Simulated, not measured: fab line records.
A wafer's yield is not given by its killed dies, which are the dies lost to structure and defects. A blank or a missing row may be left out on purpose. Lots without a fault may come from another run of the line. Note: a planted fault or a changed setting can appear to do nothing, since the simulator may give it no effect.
Matching of chambers :: flow n5-finfet :: N5_BEOL_M0_SAQP_PECVD_97 on pecvd-03 has 3 sister chambers
The step deposits SiNx from SiH4/NH3/N2, target thk 23 nm, time 19.9 s. 14 wafers are shown with their chamber, then 7 later ones without.

## WAFERS WITH THEIR CHAMBER
wafer: L075.1
chamber: 1
throttle-valve-pct (%): 46.1
showerhead-plenum-p-Torr (Torr): 5.18
heater-power-w (W): 479

wafer: L075.4
chamber: 1
throttle-valve-pct (%): 46.1
showerhead-plenum-p-Torr (Torr): 5.19
heater-power-w (W): 482

wafer: L075.5
chamber: 2
throttle-valve-pct (%): 37.0
showerhead-plenum-p-Torr (Torr): 5.13
heater-power-w (W): 573

wafer: L079.1
chamber: 2
throttle-valve-pct (%): 37.0
showerhead-plenum-p-Torr (Torr): 5.13
heater-power-w (W): 579

wafer: L079.2
chamber: 1
throttle-valve-pct (%): 46.0
showerhead-plenum-p-Torr (Torr): 5.19
heater-power-w (W): 489

wafer: L079.3
chamber: 0
throttle-valve-pct (%): 37.9
showerhead-plenum-p-Torr (Torr): 5.16
heater-power-w (W): 542

wafer: L079.4
chamber: 2
throttle-valve-pct (%): 36.7
showerhead-plenum-p-Torr (Torr): 5.11
heater-power-w (W): 585

wafer: L079.5
chamber: 1
throttle-valve-pct (%): 46.1
showerhead-plenum-p-Torr (Torr): 5.17
heater-power-w (W): 479

wafer: L079.6
chamber: 0
throttle-valve-pct (%): 37.8
showerhead-plenum-p-Torr (Torr): 5.17
heater-power-w (W): 558

wafer: L081.1
chamber: 0
throttle-valve-pct (%): 37.8
showerhead-plenum-p-Torr (Torr): 5.17
heater-power-w (W): 521

wafer: L081.2
chamber: 1
throttle-valve-pct (%): 46.2
showerhead-plenum-p-Torr (Torr): 5.19
heater-power-w (W): 510

wafer: L081.3
chamber: 2
throttle-valve-pct (%): 36.9
showerhead-plenum-p-Torr (Torr): 5.10
heater-power-w (W): 551

wafer: L081.4
chamber: 0
throttle-valve-pct (%): 37.6
showerhead-plenum-p-Torr (Torr): 5.17
heater-power-w (W): 522

wafer: L081.5
chamber: 1
throttle-valve-pct (%): 45.9
showerhead-plenum-p-Torr (Torr): 5.20
heater-power-w (W): 523

SIGNATURES (averages over the wafers above)
reading: throttle-valve-pct
chamber 0: 37.775
chamber 1: 46.067
chamber 2: 36.900
scatter within a chamber: 0.121

reading: showerhead-plenum-p-Torr
chamber 0: 5.1675
chamber 1: 5.1867
chamber 2: 5.1175
scatter within a chamber: 0.0108

reading: heater-power-w
chamber 0: 535.75
chamber 1: 493.67
chamber 2: 572.00
scatter within a chamber: 17.4
Rule: a wafer's distance from a chamber is the root of the sum, over the readings, of the square of ((its reading less the chamber's mean) divided by the reading's scatter). If the next closest chamber is less than 2 further off than the closest, the wafer can't be placed; otherwise it belongs to the closest. How the scatter is found: for the shown wafers, subtract from each reading the mean of its chamber, square and add these, divide the total by (wafers less chambers), then take the root.

## WAFERS WITHOUT THEIR CHAMBER
wafer: L081.6
throttle-valve-pct (%): 37.1
showerhead-plenum-p-Torr (Torr): 5.11
heater-power-w (W): 566

wafer: L085.1
throttle-valve-pct (%): 37.2
showerhead-plenum-p-Torr (Torr): 5.13
heater-power-w (W): 562

wafer: L085.2
throttle-valve-pct (%): 46.0
showerhead-plenum-p-Torr (Torr): 5.18
heater-power-w (W): 507

wafer: L085.6
throttle-valve-pct (%): 37.1
showerhead-plenum-p-Torr (Torr): 5.11
heater-power-w (W): 566

wafer: L092.1
throttle-valve-pct (%): 37.8
showerhead-plenum-p-Torr (Torr): 5.16
heater-power-w (W): 493

wafer: L092.3
throttle-valve-pct (%): 37.2
showerhead-plenum-p-Torr (Torr): 5.11
heater-power-w (W): 589

wafer: L092.5
throttle-valve-pct (%): 37.9
showerhead-plenum-p-Torr (Torr): 5.18
heater-power-w (W): 497

## THE CHAMBER EACH PASSED THROUGH
wafer: L081.6
from the rows above: 2
in truth: 2

wafer: L085.1
from the rows above: 2
in truth: 2

wafer: L085.2
from the rows above: 1
in truth: 1

wafer: L085.6
from the rows above: 2
in truth: 2

wafer: L092.1
from the rows above: 0
in truth: 0

wafer: L092.3
from the rows above: 2
in truth: 2

wafer: L092.5
from the rows above: 0
in truth: 0
7 of 7 placed correctly. From these rows, 0 cannot be placed. Wrongly placed: 0.
